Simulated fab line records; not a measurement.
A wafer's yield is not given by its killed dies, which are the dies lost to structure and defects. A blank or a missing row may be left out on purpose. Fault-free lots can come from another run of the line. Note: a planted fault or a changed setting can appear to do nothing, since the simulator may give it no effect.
fab line records    flow n5_finfet
record lots=4  wafers=12  last_day=18
route steps=1938 shown BEOL_M13@1684 BEOL_M14@1716 BEOL_M15@1830
lots that met no fault: from a run of the same line without faults
start_h: the number of hours between the record's first day and the start of the first shown wafer of the lot    wait_h: hours since the lot's step before    " repeats the value in the row above    L1.1+2: one row covering several wafers at once    - no value, or no start given    * or withheld: withheld    < > ~ a bound
route shown NAME@n: a module of which the file shows steps, and the number in the route of the first    usual: mean and standard deviation over wafers with no fault    same: alike in all rows    chamber/n: place in a boat    sites: each site's reading    _std_site: the values' standard deviation    _edge_site: the outer-site mean with the inner-site mean subtracted    radius_mm: for every site, how far away it sits from the centre of the wafer    mask NAME#n: copy n    behind: the tool/chamber that last shaped the wafer    hold: reason for holding the lot/hours on hold/outcome of the hold    device: whichever transistor did not switch (one of n, p or np)    end of line: the tests these same wafers got at the end of their route    a step with no rows: only its recipe    killed: at the first sort, the dies lost to defects and structure; wafer yield is something else    map: a wafer's dies, x killed, . not, _ none there
set.NAME: setting as actually run; set.NAME@STEP: the setting as run at that earlier step    model.NAME: the simulator's own value behind a step, which no gauge read
lots seen at some steps along the route; tables by step, rows by wafer
services: from which hour (start_h, from the record's first day; less than 0 if before it) a tool's chamber was out of use, for how many hours, and why
## steps
# step N5_BEOL_M13_SOFTBAKE_23
# recipe temp_c=130  time_s=60
# step N5_BEOL_M13_EXPOSE_25
# recipe mask_id=M13  na=0.93  source_shape=conventional  sigma_outer=0.4  polarization=unpolarized  target_cd_nm=210  dose_mj=22
# step N5_BEOL_M13_PEB_26
# recipe peb_temp_c=130  peb_time_s=90
# step N5_BEOL_M13_DEVELOP_27
# recipe develop_time_s=45  rinse_liquid=diw  dry=air_spin  dev_temp_c=21
# step N5_BEOL_M13_HARDBAKE_32
# recipe temp_c=130  time_s=120
# step N5_BEOL_M13_DESCUM_33
# recipe chemistry=O2  time_s=7.9  source_power_w=50  bias_power_w=20  pressure_mtorr=20  rf_frequency_hz=2.712e+07  temp_c=40  o2_flow_sccm=225
# step N5_BEOL_M13_ETCH_67
# recipe chemistry=CF4  target=SiARC  target_depth_a=1430  time_s=238.3  ion_energy_ev=80  pressure_mtorr=40  source_w=545  bias_w=36  Ar_flow_sccm=100  cf4_flow_sccm=100  ends=cleared
# step N5_BEOL_M13_ETCH_68
# recipe chemistry=N2/H2  target=SOC  mask_material=SiARC  source_w=3000  bias_w=350  temp_c=40  time_s=355  ion_energy_ev=200  pressure_mtorr=30  n2_flow_sccm=200  h2_flow_sccm=200
# step N5_BEOL_M13_STRIP_69
# recipe chemistry=N2/H2  temp_c=40  n2_flow_sccm=200  h2_flow_sccm=200  rf_frequency_hz=6e+07
# step N5_BEOL_M13_TRENCH_ETCH_34
# recipe chemistry=C4F8/O2/Ar  target=SiOC  target_depth_a=4134.7  mask_material=SOC  pressure_mtorr=30  source_w=3000  bias_w=700  Ar_flow_sccm=400  C4F8_flow_sccm=15  O2_flow_sccm=8  he_inner_torr=15  he_outer_torr=30  time_s=162.6  ion_energy_ev=250
# usual O2_flow_sccm=7.997/0.024  drypump_motor_current_A=5.7/0.32  oes_product_au=0.78/0.079  rf_vpp_V=665/4.5  showerhead_plenum_p_Torr=3.39/0.15  throttle_valve_pct=24.28/0.29
lot.wafer  tool         chamber  start_h  wait_h  O2_flow_sccm  drypump_motor_current_A  oes_product_au  rf_hours_counter_h  rf_vpp_V  showerhead_plenum_p_Torr  throttle_valve_pct  model.etch.depth_nm
L743.2     rie_diel-05  1        311.82   0.0     8.045         5.2                      0.83            63                  663       3.33                      24.23               417.3
L743.3     "            0        "        "       7.980         6.2                      0.70            197                 665       3.41                      24.25               410.6
L743.6     "            3        "        "       8.000         5.6                      0.86            -                   664       3.35                      24.16               412.1
L746.2     rie_diel-05  1        336.86   0.0     8.016         5.2                      0.81            69                  662       3.33                      24.23               415.8
L746.3     "            3        "        "       7.995         5.6                      0.84            63                  662       3.35                      24.18               387.8
L746.5     "            1        "        "       7.996         5.2                      0.82            -                   665       3.33                      24.24               394.5
L747.2     rie_diel-05  1        340.12   0.0     7.930         5.2                      0.82            71                  663       3.33                      24.25               417.7
L747.3     "            0        "        "       8.000         6.2                      0.70            206                 662       3.40                      24.29               391.9
L747.6     "            0        "        "       7.968         6.2                      0.70            -                   665       3.40                      24.28               414.5
L757.3     rie_diel-02  2        399.41   0.0     8.023         5.5                      0.73            178                 662       3.27                      24.12               416.1
L757.4     "            0        "        "       8.020         5.4                      0.87            44                  668       3.47                      23.92               416.3
L757.6     "            2        "        "       7.966         5.5                      0.73            -                   659       3.27                      24.15               417.8
# step N5_BEOL_M13_STRIP_70
# recipe chemistry=C4F8/O2/Ar  resist=SiARC  rf_frequency_hz=6e+07
# step N5_BEOL_M13_OCD_MEAS_35
# usual trench_depth_nm=414/6
lot.wafer  tool    chamber  start_h  wait_h  trench_depth_nm
L743.2     ocd-01  -        311.99   0.0     417
L743.3     "       -        "        "       411
L743.6     "       -        "        "       412
L746.2     ocd-01  -        337.04   0.0     416
L746.3     "       -        "        "       388
L746.5     "       -        "        "       395
L747.2     ocd-01  -        340.30   0.0     419
L747.3     "       -        "        "       392
L747.6     "       -        "        "       414
L757.3     ocd-02  -        399.59   0.0     417
L757.4     "       -        "        "       416
L757.6     "       -        "        "       418
# step N5_BEOL_M13_STRIP_37
# recipe chemistry=N2/H2  power_w=1000  temp_c=250  h2_frac=0.65  overash_fraction=0.3  pressure_mtorr=withheld  n2_flow_sccm=1750  h2_flow_sccm=3250
# step N5_BEOL_M13_ETCH_38
# recipe chemistry=CF4/N2  target=SiCN  target_depth_a=675  taper_deg=2  time_s=71.9  ion_energy_ev=150  mask_material=SiO2  pressure_mtorr=40  source_w=430  bias_w=70  Ar_flow_sccm=100  cf4_flow_sccm=60  n2_flow_sccm=60
# step N5_BEOL_M13_PRECLEAN_39
# recipe chemistry=residue_remover  time_s=60  temp_c=40
# step N5_BEOL_M13_SRD_40
# recipe time_s=30  temp_c=23  rinse_liquid=diw  dry=n2_spin  spin_rpm=1500  dry_time_s=30
# step N5_BEOL_M13_DEGAS_41
# recipe ambient=vacuum  temp_c=250  time_s=60
# step N5_BEOL_M13_PRE_CLEAN_42
# recipe gas=H2/He  time_s=30  temp_c=250
# step N5_BEOL_M13_SPUTTER_43
# recipe material=TaN  target_thk_a=150  temp_c=50  bias_v=168.6  power_w=15000  chamber_pressure_pa=0.12  time_s=24.19
# step N5_BEOL_M13_SPUTTER_44
# recipe material=Ta  target_thk_a=100  temp_c=50  bias_v=80  power_w=15000  chamber_pressure_pa=0.07  time_s=16.13
# step N5_BEOL_M13_SPUTTER_45
# recipe material=Cu  target_thk_a=800  temp_c=-20  bias_v=60  power_w=26000  chamber_pressure_pa=0.13  time_s=13.33
# step N5_BEOL_M13_ECD_47
# recipe material=Cu  target_thk_a=9360
# step N5_BEOL_M13_ANNEAL_48
# recipe temp_c=225  time_s=90  ambient=N2
# step N5_BEOL_M13_CMP_49
# recipe stop_on=SiOC  t_overpolish_s=17.1  down_force_psi=1  platen_rpm=50  clearing_platen_down_force_psi=1.5  clearing_platen_rpm=50  post_cmp_clean=cu_alkaline  target_thk_nm=420  clearing_platen_pad_velocity_m_s=0.99484  pad_velocity_m_s=0.99484
# usual barrier_field_endpoint_s=30.1/0.65  motor_current_A=6.0/0.69  overpolish_run_s=17.100/0.0087  platen_rpm=50.00/0.032
lot.wafer  tool    chamber  start_h  wait_h  barrier_field_endpoint_s  motor_current_A  overpolish_run_s  platen_rpm  model.Cu_of_BEOL_M13_ECD_47.thk_nm
L743.2     cmp-03  1        316.59   0.3     29.9                      5.8              17.103            50.04       424.2
L743.3     "       2        "        "       30.2                      6.5              17.100            49.99       417.2
L743.6     "       1        "        "       30.3                      5.9              17.114            50.00       418.2
L746.3     cmp-03  1        340.59   0.2     30.5                      5.8              17.122            50.02       395.8
L746.2     "       3        "        "       30.2                      8.0              17.110            50.06       421.8
L746.5     "       1        "        "       29.9                      6.0              17.106            50.07       399.8
L747.3     cmp-02  3        341.79   0.2     29.5                      5.7              17.111            49.97       397.2
L747.2     "       1        "        "       29.1                      6.8              17.091            49.96       424
L747.6     "       0        "        "       28.9                      5.1              17.107            49.96       419.4
L757.3     cmp-03  3        403.29   0.2     30.1                      7.3              17.096            50.00       422.8
L757.4     "       1        "        "       30.6                      5.8              17.106            50.03       422.6
L757.6     "       2        "        "       31.4                      6.7              17.115            49.99       424
# step N5_BEOL_M13_THK_MEAS_50
# recipe thk_meas_gauge=xrf  reads=Cu_of_BEOL_M13_ECD_47
# usual M13_THK=426/7
lot.wafer  tool           chamber  start_h  wait_h  M13_THK[nm]
L743.2     film_metro-01  -        316.84   -       428
L743.3     "              -        "        "       420
L743.6     "              -        "        "       420
L746.2     film_metro-02  -        340.88   -       422
L746.3     "              -        "        "       397
L746.5     "              -        "        "       399
L747.2     film_metro-01  -        342.08   -       432
L747.3     "              -        "        "       402
L747.6     "              -        "        "       425
L757.3     film_metro-01  -        403.55   -       431
L757.4     "              -        "        "       434
L757.6     "              -        "        "       434
# step N5_BEOL_M13_PRE_CLEAN_52
# recipe gas=NH3  time_s=15  temp_c=withheld  rf_power_w=300
# step N5_BEOL_M13_DEP_53
# recipe material=SiCN  target_thk_a=500  temp_c=withheld  precursor=3MS/NH3  pressure_torr=3  rf_w=675  time_s=17.8
# step N5_BEOL_M13_RS_MEAS_54
# recipe thk_meas_gauge=four-point-probe  reads=Cu_of_BEOL_M13_ECD_47+Ta_of_BEOL_M13_SPUTTER_44+TaN_of_BEOL_M13_SPUTTER_43
# usual M13_RS=0.0448/0.00067
lot.wafer  tool           chamber  start_h  wait_h  M13_RS[ohm/sq]
L743.2     film_metro-02  -        316.97   0.1     0.0444
L743.3     "              -        "        "       0.0451
L743.6     "              -        "        "       0.0451
L746.2     film_metro-01  -        341.02   0.1     0.0447
L746.3     "              -        "        "       0.0478
L746.5     "              -        "        "       0.0473
L747.2     film_metro-02  -        342.21   0.1     0.0445
L747.3     "              -        "        "       0.0475
L747.6     "              -        "        "       0.0450
L757.3     film_metro-02  -        403.68   0.1     0.0445
L757.4     "              -        "        "       0.0446
L757.6     "              -        "        "       0.0444
# step N5_BEOL_M14_ILD_DEP_00
# recipe material=SiO2  target_thk_a=11193  temp_c=400  precursor=TEOS/O2  pressure_torr=6.5  rf_w=900  teos_flow_sccm=161.4  gas=O2  flow_sccm=2650  time_s=237.4
# step N5_BEOL_M14_COAT_58
# recipe resist=BARC  temp_c=205  time_s=60  spin_rpm=1500  resist_thk_nm=89
# step N5_BEOL_M14_COAT_04
# recipe spin_rpm=1704  resist_thk_nm=800
# step N5_BEOL_M14_EBR_06
# recipe solvent=PGMEA  ebr_width_mm=1.5
# step N5_BEOL_M14_SOFTBAKE_05
# recipe temp_c=130  time_s=60
# step N5_BEOL_M14_EXPOSE_07
# recipe mask_id=V13  na=0.8  source_shape=annular  sigma_inner=0.5  sigma_outer=0.8  polarization=unpolarized  attpsm_phase_deg=180  dose_mj=57
# step N5_BEOL_M14_PEB_08
# recipe peb_temp_c=130  peb_time_s=90
# step N5_BEOL_M14_DEVELOP_09
# recipe develop_time_s=45  rinse_liquid=diw  dry=air_spin  dev_temp_c=21
# step N5_BEOL_M14_HARDBAKE_14
# recipe temp_c=130  time_s=120
# step N5_BEOL_M15_RC_MEAS_101
# usual COMB_M10=1.6e-11/3.3e-12  COMB_M11=1.5e-11/3e-12  COMB_M12=7.1e-12/1.4e-12  COMB_M13=5.5e-12/1.1e-12  COMB_M14=4.3e-12/7.3e-13  COMB_M15=3.1e-12/6.9e-13  COMB_M5=3.7e-11/7.1e-12  COMB_M6=2.5e-11/4.7e-12  COMB_M7=2.6e-11/5.1e-12  COMB_M8=2.6e-11/5.6e-12  COMB_M9=1.6e-11/3.3e-12  SERP_M10=3.07/0.073  SERP_M11=3.07/0.068  SERP_M12=0.641/0.015  SERP_M13=0.309/0.0059  SERP_M13_max_site=0.313/0.0062  SERP_M14=0.161/0.003  SERP_M5=38.3/1.4  SERP_M6=13.9/0.42  SERP_M7=13.8/0.44  SERP_M8=13.8/0.49  SERP_M9=3.06/0.063
lot.wafer  tool       chamber  start_h  wait_h  COMB_M10[S/m]  COMB_M11[S/m]  COMB_M12[S/m]  COMB_M13[S/m]  COMB_M14[S/m]  COMB_M15[S/m]  COMB_M5[S/m]  COMB_M6[S/m]  COMB_M7[S/m]  COMB_M8[S/m]  COMB_M9[S/m]  SERP_M10[ohm/um]  SERP_M11[ohm/um]  SERP_M12[ohm/um]  SERP_M13[ohm/um]  SERP_M13_max_site[ohm/um]  SERP_M14[ohm/um]  SERP_M5[ohm/um]  SERP_M6[ohm/um]  SERP_M7[ohm/um]  SERP_M8[ohm/um]  SERP_M9[ohm/um]
L743.2     prober-02  0        333.70   0.2     1.5e-11        1.02e-11       6.2e-12        5.2e-12        4.8e-12        3.5e-12        3.3e-11       2e-11         2.5e-11       2.5e-11       1.5e-11       2.90              2.97              0.631             0.306             0.309                      0.165             37.0             14.1             13.6             14.2             3.08
L743.3     "          0        "        "       1.6e-11        1.51e-11       5.7e-12        4.9e-12        4.2e-12        2.9e-12        3.5e-11       2.4e-11       2.3e-11       2.2e-11       1.4e-11       3.00              3.07              0.665             0.308             0.312                      0.160             37.8             14.4             14.6             13.5             3.05
L743.6     "          0        "        "       1.2e-11        1.67e-11       6.4e-12        6.7e-12        4.1e-12        2.8e-12        4.7e-11       2.9e-11       2.4e-11       2.9e-11       1e-11         3.00              3.12              0.675             0.311             0.315                      0.158             37.9             14.0             13.3             14.0             3.03
L746.2     prober-02  0        350.37   0.2     2.3e-11        1.18e-11       5.2e-12        7.8e-12        4.5e-12        3.3e-12        3.6e-11       2.3e-11       1.7e-11       3.4e-11       1.2e-11       3.21              2.98              0.636             0.309             0.310                      0.159             37.5             12.8             13.9             14.1             3.13
L746.3     "          0        "        "       1.4e-11        1.23e-11       6.6e-12        6.3e-12        4.3e-12        2.4e-12        4e-11         1.9e-11       1.9e-11       2.3e-11       1.4e-11       3.22              3.02              0.632             0.332             0.335                      0.164             37.8             13.5             14.0             13.5             3.08
L746.5     "          0        "        "       1.6e-11        1.6e-11        6.8e-12        5.4e-12        4.3e-12        2.3e-12        4.3e-11       1.8e-11       2.6e-11       2.2e-11       1.4e-11       3.20              3.08              0.669             0.325             0.328                      0.160             38.1             13.3             13.6             13.8             3.03
L747.2     prober-02  0        355.96   0.2     1.8e-11        1.46e-11       1.05e-11       6.9e-12        3.3e-12        2.4e-12        3.5e-11       2e-11         3e-11         2.1e-11       1.6e-11       3.09              3.05              0.656             0.306             0.309                      0.164             39.8             14.4             13.7             13.5             2.98
L747.3     "          0        "        "       2.6e-11        1.51e-11       7.4e-12        4.6e-12        4.3e-12        3.3e-12        3e-11         2.8e-11       2.6e-11       2.2e-11       1.8e-11       3.08              3.10              0.646             0.331             0.333                      0.159             39.7             13.9             13.4             13.6             3.20
L747.6     "          0        "        "       1.7e-11        1.92e-11       7e-12          5.1e-12        3.7e-12        3.6e-12        4.6e-11       2.5e-11       2.2e-11       2.5e-11       2.3e-11       3.10              3.00              0.610             0.312             0.317                      0.159             40.0             14.1             13.4             13.5             3.08
L757.3     prober-02  0        415.33   0.3     1.5e-11        1.38e-11       7.2e-12        6.2e-12        5.1e-12        2.7e-12        3.4e-11       1.9e-11       3.7e-11       3.3e-11       2.3e-11       3.15              2.95              0.644             0.311             0.316                      0.162             39.2             13.8             13.7             13.0             2.97
L757.4     "          0        "        "       1.5e-11        1.74e-11       6.8e-12        6.2e-12        5.5e-12        2.8e-12        4.1e-11       1.7e-11       1.9e-11       3.5e-11       1.3e-11       3.04              3.08              0.654             0.306             0.309                      0.157             36.8             13.9             13.5             13.3             3.13
L757.6     "          0        "        "       2.2e-11        1.53e-11       7.1e-12        6.1e-12        4.2e-12        3.2e-12        2.8e-11       1.7e-11       2.8e-11       2.8e-11       1.1e-11       3.01              3.09              0.646             0.308             0.311                      0.161             37.8             13.4             13.4             13.7             3.06
# sites SERP_M13 radius_mm=0,75,75,75,75,140,140,140,140
L743.2 0.304 0.308 0.308 0.306 0.303 0.306 0.305 0.307 0.309
L746.2 0.306 0.309 0.308 0.309 0.308 0.306 0.310 0.309 0.309
L747.2 0.306 0.308 0.305 0.305 0.304 0.308 0.307 0.309 0.306
L757.3 0.314 0.313 0.316 0.314 0.310 0.306 0.307 0.311 0.311
## services
tool         chamber  start_h  hours  kind
rie_diel-05  0        290.58   14.1   repair
cmp-02       -        326.83   0.7    repair
rie_diel-05  2        335.81   -      clean
rie_diel-05  2        335.81   -      consumable_replace:focus_ring
rie_diel-05  2        335.81   25.0   scheduled_down
rie_diel-05  2        335.81   25.0   vent_cycle
cmp-02       -        348.91   3.7    pm
cmp-03       -        350.81   3.5    repair
rie_diel-02  1        351.37   14.6   repair
cmp-02       -        352.96   1.1    repair
rie_diel-05  3        356.99   15.0   repair
rie_diel-05  1        391.04   3.1    repair
rie_diel-05  0        394.11   18.5   repair
cmp-03       -        401.01   2.1    repair
## key
first_sign step=N5_BEOL_M13_OCD_MEAS_35  reading=trench_depth_nm  direction=down  sigmas=3.9  usual=414  struck=391
effect step=N5_BEOL_M13_THK_MEAS_50  reading=M13_THK  direction=down  sigmas=3.8  usual=426  struck=399
effect step=N5_BEOL_M13_RS_MEAS_54  reading=M13_RS  direction=up  sigmas=4.1  usual=0.0448  struck=0.0476
effect step=N5_BEOL_M15_RC_MEAS_101  reading=SERP_M13  direction=up  sigmas=3.4  usual=0.309  struck=0.329
model_effect step=N5_BEOL_M13_TRENCH_ETCH_34  value=etch.depth_nm  without=414.2  struck=391.4
model_effect step=N5_BEOL_M13_CMP_49  value=Cu_of_BEOL_M13_ECD_47.thk_nm  without=420.5  struck=397.6
met_at N5_BEOL_M13_TRENCH_ETCH_34
struck_wafers L746.3,L746.5,L747.3
onset_between 311.82 336.86
fault kind=process_parameter_drift  tool=rie_diel-05  chamber=-  onset_h=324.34  steps=N5_BEOL_M13_TRENCH_ETCH_34  channel=time_s  offset=*  shape=step  end_h=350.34  scope=struck_wafers_only  acts_in=*  stated=*
